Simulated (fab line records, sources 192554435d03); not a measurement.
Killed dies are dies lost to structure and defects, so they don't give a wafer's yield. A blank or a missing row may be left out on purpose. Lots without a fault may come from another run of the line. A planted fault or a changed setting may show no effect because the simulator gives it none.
fab line records | flow n5_finfet | part 1 of 2: steps 1 to 29 of 35
record lots=5 wafers=15 last_day=17
route steps=1938 shown STI_FIN_REVEAL@210 DUMMY_GATE@212
lots that met no fault: from a run of the same line without faults
start_h: hours from the record's first day to the start of the lot's first wafer shown | wait_h: hours since the lot's step before | " the same as in the row above | L1.1+2: a row that stands for several wafers | - no value, or no start given | * or withheld: withheld | < > ~ a bound
route shown NAME@n: a module of which the file shows steps, and the number in the route of the first | usual: mean/standard deviation of fault-free wafers | same: alike in all rows | chamber/n: place in a boat | sites: the reading at each site | _std_site: their standard deviation | _edge_site: outer sites' mean less inner sites' | radius_mm: how far each site lies from the wafer's centre | mask NAME#n: copy n | behind: the tool/chamber that last shaped the wafer | hold: why the lot was held/for how many hours/how that ended | device: the transistor (n, p or np) that didn't switch | end of line: the same wafers' tests at the end of the route | a step without rows: its recipe alone | killed: dies lost to structure and defects at the first sort, not the wafer's yield | map: a wafer's dies, x killed, . not, _ none there
set.NAME: the setting as run; set.NAME@STEP: as run at that earlier step | model.NAME: the simulator's own value behind a step, which no gauge read
lots at some steps of the route; a table a step, a row a wafer
services: from which hour (start_h, from the record's first day; less than 0 if before it) a tool's chamber was out of use, for how many hours, and why
## steps
# step N5_STI_FIN_REVEAL_SRD_28
# recipe dry=ipa_marangoni time_s=30 temp_c=23 rinse_liquid=diw
# columns lot.wafer tool chamber start_h wait_h
L077.3+4+6 wet_bench-05 4,0,6 54.73 0.0
L082.3+4+5 wet_bench-05 5,2,3 87.34 0.0
L092.1+4+6 wet_bench-04 5,1,0 146.54 0.0
L093.1+2+4 wet_bench-05 5,6,3 152.31 0.0
L095.1+2+6 wet_bench-05 7,0,5 162.50 0.0
# step N5_STI_FIN_REVEAL_INSPECT_13
# recipe inspect_instrument=darkfield mode=post_clean
# usual raw_defect_count=11/5
# columns lot.wafer tool chamber start_h wait_h raw_defect_count
L077.3 defect_inspect-02 - 54.78 0.0 11
L077.4 " - " " 8
L077.6 " - " " 13
L082.3 defect_inspect-01 - 87.38 0.0 7
L082.4 " - " " 10
L082.5 " - " " 5
L092.1 defect_inspect-01 - 146.58 0.0 13
L092.4 " - " " 4
L092.6 " - " " 12
L093.1 defect_inspect-01 - 152.35 0.0 9
L093.2 " - " " 5
L093.4 " - " " 15
L095.1 defect_inspect-01 - 162.54 0.0 15
L095.2 " - " " 19
L095.6 " - " " 10
# step N5_DUMMY_GATE_PRECLEAN_00
# recipe chemistry=O3/DIW time_s=60 temp_c=22 o3_ppm=10
# columns lot.wafer tool chamber start_h wait_h
L077.3+4+6 wet_bench-03 5,0,2 54.80 0.0
L082.3+4+5 wet_bench-02 2,0,5 87.41 0.0
L092.1+4+6 wet_bench-01 2,5,1 146.61 0.0
L093.1+2+4 wet_bench-02 5,1,6 152.37 0.0
L095.1+2+6 wet_bench-01 2,0,3 162.57 0.0
# step N5_DUMMY_GATE_SRD_01
# recipe time_s=30 temp_c=23 rinse_liquid=diw dry=ipa_marangoni
# columns lot.wafer tool chamber start_h wait_h
L077.3+4+6 wet_bench-03 5,0,2 54.82 0.0
L082.3+4+5 wet_bench-02 2,0,5 87.43 0.0
L092.1+4+6 wet_bench-01 2,5,1 146.63 0.0
L093.1+2+4 wet_bench-02 5,1,6 152.39 0.0
L095.1+2+6 wet_bench-01 2,0,3 162.59 0.0
# step N5_DUMMY_GATE_ALD_02
# recipe material=SiO2 target_thk_a=20 temp_c=300 ald_precursor_family=BDEAS ald_co_reactant=O2-plasma pulse_time_s=1 pressure_torr=2
# usual heater_power_w=455/28 precursor_pulse_height_rel=1.004/0.02
# same pulse_time_s=1
# columns lot.wafer tool chamber start_h wait_h heater_power_w precursor_pulse_height_rel
L077.3 ald_sin-03 3 54.87 0.0 455 0.996
L077.4 " 2 " " 452 0.994
L077.6 " 2 " " 452 0.993
L082.3 ald_sin-02 2 89.09 1.6 483 1.005
L082.4 " 0 " " 400 1.004
L082.5 " 1 " " 452 0.996
L092.1 ald_sin-02 1 147.36 0.7 442 1.000
L092.4 " 2 " " 489 1.000
L092.6 " 0 " " 406 1.003
L093.1 ald_sin-04 2 152.44 0.0 493 0.973
L093.2 " 1 " " 439 0.991
L093.4 " 3 " " 458 1.016
L095.1 ald_sin-04 2 162.71 0.1 494 1.030
L095.2 " 3 " " 456 1.009
L095.6 " 2 " " 491 1.018
# step N5_DUMMY_GATE_CVD_03
# recipe material=a-Si target_thk_a=1500 temp_c=530 precursor=SiH4 time_s=8042
# columns lot.wafer tool chamber start_h wait_h
L077.3+4+6 lpcvd-01 0/100,0/104,0/114 54.97 0.1
L082.3+4+5 lpcvd-02 1/100,1/104,1/109 89.19 0.1
L092.1+4+6 lpcvd-01 1/40,1/54,1/64 147.47 0.1
L093.1+2+4 lpcvd-01 1/90,1/95,1/104 152.55 0.1
L095.1+2+6 lpcvd-02 0/40,0/45,0/64 162.81 0.1
# step N5_DUMMY_GATE_PRECLEAN_46
# recipe chemistry=DIW time_s=89.5 temp_c=23
# columns lot.wafer tool chamber start_h wait_h
L077.3+4+6 wet_bench-02 2,7,0 58.66 0.0
L082.3+4+5 wet_bench-03 5,6,3 92.87 0.0
L092.1+4+6 wet_bench-01 1,2,3 151.14 0.0
L093.1+2+4 wet_bench-03 5,7,6 156.24 0.0
L095.1+2+6 wet_bench-03 7,0,2 166.49 0.0
# step N5_DUMMY_GATE_SRD_47
# recipe dry_time_s=32 dry=n2_spin spin_rpm=1500
# columns lot.wafer tool chamber start_h wait_h
L077.3+4+6 wet_bench-02 2,7,0 58.69 0.0
L082.3+4+5 wet_bench-03 5,6,3 92.90 0.0
L092.1+4+6 wet_bench-01 1,2,3 151.17 0.0
L093.1+2+4 wet_bench-03 5,7,6 156.26 0.0
L095.1+2+6 wet_bench-03 7,0,2 166.51 0.0
# step N5_DUMMY_GATE_CMP_04
# recipe material=a-Si post_cmp_clean=alkaline_brush
# usual motor_current_A=10.2/0.8 time_to_endpoint_s=14/3.1
# columns lot.wafer tool chamber start_h wait_h motor_current_A time_to_endpoint_s
L077.3 cmp-03 0 58.76 0.1 10.4 18
L077.4 " 1 " " 11.5 13
L077.6 " 3 " " 9.9 13
L082.3 cmp-02 1 92.93 0.0 10.1 16
L082.4 " 3 " " 9.9 9
L082.5 " 1 " " 10.8 13
L092.4 cmp-02 1 151.20 0.0 10.8 17
L092.1 " 0 " " 10.0 12
L092.6 " 1 " " 10.7 17
L093.1 cmp-03 2 156.29 0.0 8.8 11
L093.2 " 0 " " 10.4 17
L093.4 " 1 " " 11.5 14
L095.2 cmp-02 0 166.58 0.1 9.9 11
L095.1 " 1 " " 11.0 17
L095.6 " 3 " " 9.9 9
# step N5_DUMMY_GATE_THK_MEAS_05
# usual thk_nm=72.2/1.3
# columns lot.wafer tool chamber start_h wait_h thk_nm
L077.3 film_metro-01 - 58.97 0.2 74.3
L077.4 " - " " 71.9
L077.6 " - " " 72.4
L082.3 film_metro-01 - 93.17 0.2 73.9
L082.4 " - " " 70.5
L082.5 " - " " 74.8
L092.1 film_metro-01 - 151.44 0.1 70.0
L092.4 " - " " 73.6
L092.6 " - " " 73.0
L093.1 film_metro-01 - 156.54 0.2 71.7
L093.2 " - " " 73.0
L093.4 " - " " 72.0
L095.1 film_metro-01 - 166.79 0.1 73.8
L095.2 " - " " 71.2
L095.6 " - " " 69.9
# step N5_DUMMY_GATE_HM_DEP_06
# recipe material=SiNx target_thk_a=800 precursor=DCS/NH3 temp_c=700 pressure_mtorr=300 time_s=5141
# columns lot.wafer tool chamber start_h wait_h
L077.3+4+6 lpcvd-01 0/25,0/29,0/39 58.99 0.0
L082.3+4+5 lpcvd-01 1/25,1/29,1/34 93.20 0.0
L092.1+4+6 lpcvd-02 1/65,1/79,1/89 151.47 0.0
L093.1+2+4 lpcvd-02 1/90,1/95,1/104 156.56 0.0
L095.1+2+6 lpcvd-02 0/90,0/95,0/114 166.81 0.0
# step N5_DUMMY_GATE_PECVD_30
# recipe material=SiO2 target_thk_a=550 temp_c=400 precursor=TEOS/O2 pressure_torr=6.5 rf_w=withheld teos_flow_sccm=withheld gas=O2 flow_sccm=2650 time_s=10.8
# columns lot.wafer tool chamber start_h wait_h
L077.3+4+6 pecvd-03 2,0,1 62.95 0.0
L082.3+4+5 pecvd-04 1,1,2 99.09 0.0
L092.1+4+6 pecvd-03 0,2,0 155.41 0.0
L093.1+2+4 pecvd-03 1,0,1 160.51 0.0
L095.1+2+6 pecvd-04 1,2,2 170.77 0.0
# step N5_DUMMY_GATE_COAT_34
# recipe resist=SOC temp_c=250 time_s=60 spin_rpm=1500 resist_thk_nm=60
# columns lot.wafer tool chamber start_h wait_h
L077.3+4+6 litho_track-02 0 63.01 0.0
L082.3+4+5 litho_track-02 0 99.15 0.0
L092.1+4+6 litho_track-02 0 155.47 0.0
L093.1+2+4 litho_track-01 0 160.56 0.0
L095.1+2+6 litho_track-01 0 170.83 0.0
# step N5_DUMMY_GATE_COAT_35
# recipe resist=SiARC temp_c=220 time_s=60 spin_rpm=1500 resist_thk_nm=10
# columns lot.wafer tool chamber start_h wait_h
L077.3+4+6 litho_track-02 0 - -
L082.3+4+5 litho_track-02 0 - -
L092.1+4+6 litho_track-02 0 - -
L093.1+2+4 litho_track-01 0 - -
L095.1+2+6 litho_track-01 0 - -
# step N5_DUMMY_GATE_COAT_28
# recipe resist=underlayer temp_c=205 time_s=60 spin_rpm=1500 resist_thk_nm=10
# columns lot.wafer tool chamber start_h wait_h
L077.3+4+6 litho_track-02 0 - -
L082.3+4+5 litho_track-02 0 - -
L092.1+4+6 litho_track-02 0 - -
L093.1+2+4 litho_track-01 0 - -
L095.1+2+6 litho_track-01 0 - -
# step N5_DUMMY_GATE_COAT_09
# recipe resist=CAR-EUV spin_rpm=1500 resist_thk_nm=30
# columns lot.wafer tool chamber start_h wait_h
L077.3+4+6 litho_track-02 0 - -
L082.3+4+5 litho_track-02 0 - -
L092.1+4+6 litho_track-02 0 - -
L093.1+2+4 litho_track-01 0 - -
L095.1+2+6 litho_track-01 0 - -
# step N5_DUMMY_GATE_EBR_11
# recipe solvent=PGMEA ebr_width_mm=1.5
# columns lot.wafer tool chamber start_h wait_h
L077.3+4+6 litho_track-02 0 - -
L082.3+4+5 litho_track-02 0 - -
L092.1+4+6 litho_track-02 0 - -
L093.1+2+4 litho_track-01 0 - -
L095.1+2+6 litho_track-01 0 - -
# step N5_DUMMY_GATE_SOFTBAKE_10
# recipe temp_c=110 time_s=60 resist=CAR-EUV
# columns lot.wafer tool chamber start_h wait_h
L077.3+4+6 litho_track-02 0 - -
L082.3+4+5 litho_track-02 0 - -
L092.1+4+6 litho_track-02 0 - -
L093.1+2+4 litho_track-01 0 - -
L095.1+2+6 litho_track-01 0 - -
# step N5_DUMMY_GATE_EXPOSE_12
# recipe mask_id=GATE na=0.33 source_shape=annular sigma_inner=0.2 sigma_outer=0.6 polarization=unpolarized target_cd_nm=25 dose_mj=34
# columns lot.wafer tool chamber start_h wait_h mask
L077.3+4+6 euv_scanner-01 0 63.28 - GATE#0
L082.3+4+5 euv_scanner-01 0 99.30 - GATE#0
L092.1+4+6 euv_scanner-02 0 155.61 - GATE#0
L093.1+2+4 euv_scanner-01 0 160.83 - GATE#0
L095.1+2+6 euv_scanner-02 0 170.96 - GATE#0
# step N5_DUMMY_GATE_PEB_13
# recipe peb_temp_c=100 peb_time_s=60 resist=CAR-EUV
# columns lot.wafer tool chamber start_h wait_h
L077.3+4+6 litho_track-01 0 63.33 0.0
L082.3+4+5 litho_track-02 0 99.35 0.0
L092.1+4+6 litho_track-03 0 155.67 0.1
L093.1+2+4 litho_track-02 0 160.88 0.1
L095.1+2+6 litho_track-02 0 171.02 0.1
# step N5_DUMMY_GATE_DEVELOP_14
# recipe develop_time_s=30 developer=TMAH resist=CAR-EUV rinse_liquid=surfactant_rinse dry=air_spin dev_temp_c=23
# columns lot.wafer tool chamber start_h wait_h
L077.3+4+6 litho_track-01 0 - -
L082.3+4+5 litho_track-02 0 - -
L092.1+4+6 litho_track-03 0 - -
L093.1+2+4 litho_track-02 0 - -
L095.1+2+6 litho_track-02 0 - -
# step N5_DUMMY_GATE_CD_MEAS_15
# recipe target_cd_nm=25.8 landing_energy_ev=500 detector=se_inlens
# usual cd_nm=24.97/0.25
# columns lot.wafer tool chamber start_h wait_h cd_nm
L077.3 cd_sem-01 0 63.40 - 24.98
L077.4 " 0 " " 25.04
L077.6 " 0 " " 25.18
L082.3 cd_sem-03 0 99.42 - 24.86
L082.4 " 0 " " 25.69
L082.5 " 0 " " 24.84
L092.1 cd_sem-03 0 155.74 - 25.10
L092.4 " 0 " " 24.94
L092.6 " 0 " " 25.10
L093.1 cd_sem-03 0 160.95 - 24.63
L093.2 " 0 " " 24.62
L093.4 " 0 " " 24.80
L095.1 cd_sem-02 0 171.09 - 24.71
L095.2 " 0 " " 24.91
L095.6 " 0 " " 24.40
# step N5_DUMMY_GATE_OVL_MEAS_16
# recipe points_per_wafer=522
# usual GATE_OVL=-0.4/0.7
# columns lot.wafer tool chamber start_h wait_h GATE_OVL[nm]
L077.3 overlay-02 0 63.45 0.0 -0.6
L077.4 " 0 " " -0.6
L077.6 " 0 " " -0.5
L082.3 overlay-01 0 99.47 0.0 0.5
L082.4 " 0 " " -0.4
L082.5 " 0 " " 0.1
L092.1 overlay-02 0 155.78 0.0 -0.4
L092.4 " 0 " " 0.2
L092.6 " 0 " " -0.5
L093.1 overlay-01 0 160.99 0.0 -0.4
L093.2 " 0 " " -0.6
L093.4 " 0 " " 0.2
L095.1 overlay-02 0 171.13 0.0 -0.1
L095.2 " 0 " " 0.1
L095.6 " 0 " " -0.2
# step N5_DUMMY_GATE_INSPECT_17
# recipe mode=adi inspect_instrument=brightfield
# usual raw_defect_count=189/58
# columns lot.wafer tool chamber start_h wait_h raw_defect_count
L077.3 defect_inspect-02 - 63.50 0.0 260
L077.4 " - " " 155
L077.6 " - " " 155
L082.3 defect_inspect-02 - 99.51 0.0 281
L082.4 " - " " 188
L082.5 " - " " 219
L092.1 defect_inspect-02 - 155.83 0.1 241
L092.4 " - " " 307
L092.6 " - " " 336
L093.1 defect_inspect-02 - 161.05 0.1 160
L093.2 " - " " 178
L093.4 " - " " 180
L095.1 defect_inspect-01 - 171.19 0.1 123
L095.2 " - " " 189
L095.6 " - " " 147
# step N5_DUMMY_GATE_DESCUM_20
# recipe chemistry=O2 time_s=6.2 source_power_w=50 bias_power_w=20 pressure_mtorr=20 rf_frequency_hz=2.712e+07 temp_c=40 resist=CAR-EUV o2_flow_sccm=225
# usual bias_power_w=19.99/0.057 drypump_motor_current_A=5.90/0.25 oes_product_au=0.76/0.071 rf_vpp_V=243.3/1.2 showerhead_plenum_p_Torr=2.11/0.056 throttle_valve_pct=20.42/0.24
# columns lot.wafer tool chamber start_h wait_h bias_power_w drypump_motor_current_A oes_product_au rf_hours_counter_h rf_vpp_V showerhead_plenum_p_Torr throttle_valve_pct
L077.3 rie_diel-03 0 63.68 0.2 20.01 5.74 0.78 132 242.9 2.02 20.51
L077.4 " 3 " " 20.00 5.82 0.72 191 244.4 2.18 20.37
L077.6 " 1 " " 20.05 5.47 0.73 - 244.1 2.07 20.63
L082.3 rie_diel-02 2 99.55 0.0 20.03 5.98 0.77 136 245.5 2.12 20.22
L082.4 " 2 " " 19.90 5.95 0.76 - 243.9 2.12 20.22
L082.5 " 3 " " 20.01 6.15 0.68 - 243.7 2.07 20.34
L092.1 rie_diel-03 0 155.87 0.0 19.97 5.74 0.77 159 242.1 2.01 20.52
L092.4 " 2 " " 19.91 6.00 0.81 79 242.6 2.10 20.22
L092.6 " 0 " " 19.93 5.76 0.76 - 241.9 2.01 20.55
L093.1 rie_diel-06 3 161.08 0.0 20.04 5.80 0.70 209 243.5 2.09 20.81
L093.2 " 2 " " 20.06 6.03 0.71 192 242.5 2.09 20.59
L093.4 " 1 " " 19.93 6.47 0.88 49 244.2 2.12 20.09
L095.1 rie_diel-03 2 171.22 0.0 20.19 6.03 0.81 82 244.4 2.10 20.22
L095.2 " 0 " " 19.99 5.73 0.75 163 241.9 2.01 20.53
L095.6 " 2 " " 20.07 6.02 0.81 - 242.9 2.10 20.22
# step N5_DUMMY_GATE_ETCH_29
# recipe chemistry=N2/H2 target=underlayer target_depth_a=130 ion_energy_ev=200 pressure_mtorr=30 source_w=840 bias_w=150 n2_flow_sccm=200 h2_flow_sccm=200
# usual drypump_motor_current_A=5.91/0.25 oes_product_au=0.77/0.071 rf_vpp_V=524.4/2 showerhead_plenum_p_Torr=2.56/0.076 throttle_valve_pct=17.83/0.24
# columns lot.wafer tool chamber start_h wait_h drypump_motor_current_A oes_product_au rf_hours_counter_h rf_vpp_V showerhead_plenum_p_Torr throttle_valve_pct
L077.3 rie_diel-03 0 63.75 0.0 5.71 0.80 132 522.1 2.44 17.79
L077.4 " 3 " " 5.87 0.73 191 526.7 2.64 17.75
L077.6 " 1 " " 5.46 0.72 - 523.7 2.53 18.14
L082.3 rie_diel-02 2 99.61 0.0 5.97 0.77 136 524.0 2.55 17.68
L082.4 " 2 " " 5.98 0.78 - 523.2 2.55 17.69
L082.5 " 3 " " 6.15 0.68 - 522.4 2.53 18.06
L092.1 rie_diel-03 0 155.93 0.0 5.73 0.78 159 520.9 2.42 17.84
L092.4 " 2 " " 6.02 0.83 79 524.2 2.59 17.96
L092.6 " 0 " " 5.75 0.78 - 520.9 2.42 17.84
L093.1 rie_diel-06 3 161.15 0.0 5.79 0.69 209 523.0 2.52 18.11
L093.2 " 2 " " 6.06 0.74 192 520.8 2.49 17.61
L093.4 " 1 " " 6.51 0.86 49 525.2 2.56 17.41
L095.1 rie_diel-03 2 171.29 0.0 6.04 0.81 82 524.5 2.58 17.96
L095.2 " 0 " " 5.74 0.78 163 520.2 2.42 17.84
L095.6 " 2 " " 6.05 0.82 - 524.6 2.58 17.97
# step N5_DUMMY_GATE_ETCH_36
# recipe chemistry=CF4 target=SiARC target_depth_a=130 pressure_mtorr=40 source_w=545 bias_w=36 Ar_flow_sccm=100 cf4_flow_sccm=100 ion_energy_ev=80
# usual cf4_flow_sccm=100.0/0.33 drypump_motor_current_A=5.90/0.25 oes_product_au=0.77/0.07 rf_vpp_V=184.1/0.98 showerhead_plenum_p_Torr=2.16/0.053 throttle_valve_pct=15.62/0.22
# columns lot.wafer tool chamber start_h wait_h cf4_flow_sccm drypump_motor_current_A oes_product_au rf_hours_counter_h rf_vpp_V showerhead_plenum_p_Torr throttle_valve_pct
L077.3 rie_diel-03 0 63.79 0.0 100.0 5.72 0.80 132 184.2 2.08 15.67
L077.4 " 3 " " 100.2 5.81 0.73 191 184.8 2.20 15.50
L077.6 " 1 " " 99.4 5.47 0.72 - 183.2 2.13 15.87
L082.3 rie_diel-02 2 99.65 0.0 99.7 5.97 0.77 136 185.1 2.14 15.34
L082.4 " 2 " " 99.6 5.95 0.77 - 184.5 2.14 15.32
L082.5 " 3 " " 99.8 6.16 0.69 - 183.8 2.13 15.74
L092.1 rie_diel-03 0 155.97 0.0 99.6 5.72 0.78 159 183.5 2.07 15.72
L092.4 " 2 " " 99.8 6.05 0.84 79 183.9 2.18 15.62
L092.6 " 0 " " 99.9 5.72 0.78 - 182.1 2.07 15.71
L093.1 rie_diel-06 3 161.19 0.0 99.2 5.77 0.69 209 183.8 2.14 16.02
L093.2 " 2 " " 99.3 6.02 0.72 192 184.0 2.10 15.58
L093.4 " 1 " " 99.5 6.51 0.84 49 184.0 2.20 15.35
L095.1 rie_diel-03 2 171.33 0.0 100.2 6.05 0.83 82 186.5 2.18 15.64
L095.2 " 0 " " 100.4 5.74 0.77 163 182.4 2.07 15.73
L095.6 " 2 " " 99.7 6.01 0.83 - 183.4 2.18 15.63
# step N5_DUMMY_GATE_ETCH_37
# recipe chemistry=N2/H2 target=SOC target_depth_a=600 overetch_a=300 temp_c=40 ion_energy_ev=200 pressure_mtorr=30 source_w=840 bias_w=150 n2_flow_sccm=200 h2_flow_sccm=200
# usual drypump_motor_current_A=5.90/0.25 oes_product_au=0.61/0.05 rf_vpp_V=524.2/1.9 showerhead_plenum_p_Torr=2.56/0.076 throttle_valve_pct=17.76/0.24
# columns lot.wafer tool chamber start_h wait_h drypump_motor_current_A oes_product_au rf_hours_counter_h rf_vpp_V showerhead_plenum_p_Torr throttle_valve_pct
L077.3 rie_diel-03 0 63.83 0.0 5.73 0.62 132 521.7 2.44 17.73
L077.4 " 3 " " 5.82 0.59 191 525.4 2.64 17.70
L077.6 " 1 " " 5.49 0.58 - 524.4 2.53 18.05
L082.3 rie_diel-02 2 99.69 0.0 5.93 0.61 136 523.8 2.55 17.62
L082.4 " 2 " " 5.96 0.61 - 523.0 2.55 17.61
L082.5 " 3 " " 6.15 0.54 - 523.3 2.53 17.98
L092.1 rie_diel-03 0 156.01 0.0 5.74 0.60 159 520.8 2.42 17.75
L092.4 " 2 " " 6.05 0.63 79 524.2 2.59 17.87
L092.6 " 0 " " 5.74 0.60 - 520.8 2.42 17.76
L093.1 rie_diel-06 3 161.23 0.0 5.78 0.57 209 522.8 2.52 18.05
L093.2 " 2 " " 6.03 0.56 192 524.3 2.49 17.54
L093.4 " 1 " " 6.47 0.69 49 525.0 2.56 17.33
L095.1 rie_diel-03 2 171.37 0.0 6.04 0.63 82 524.3 2.58 17.89
L095.2 " 0 " " 5.74 0.60 163 521.1 2.42 17.77
L095.6 " 2 " " 6.06 0.63 - 524.2 2.58 17.89
# step N5_DUMMY_GATE_STRIP_38
# recipe chemistry=N2/H2 temp_c=40 n2_flow_sccm=200 h2_flow_sccm=200 rf_frequency_hz=6e+07
# columns lot.wafer tool chamber start_h wait_h
L077.3+4+6 rie_diel-03 0,3,1 63.87 0.0
L082.3+4+5 rie_diel-02 2,2,3 99.73 0.0
L092.1+4+6 rie_diel-03 0,2,0 156.05 0.0
L093.1+2+4 rie_diel-06 3,2,1 161.27 0.0
L095.1+2+6 rie_diel-03 2,0,2 171.41 0.0
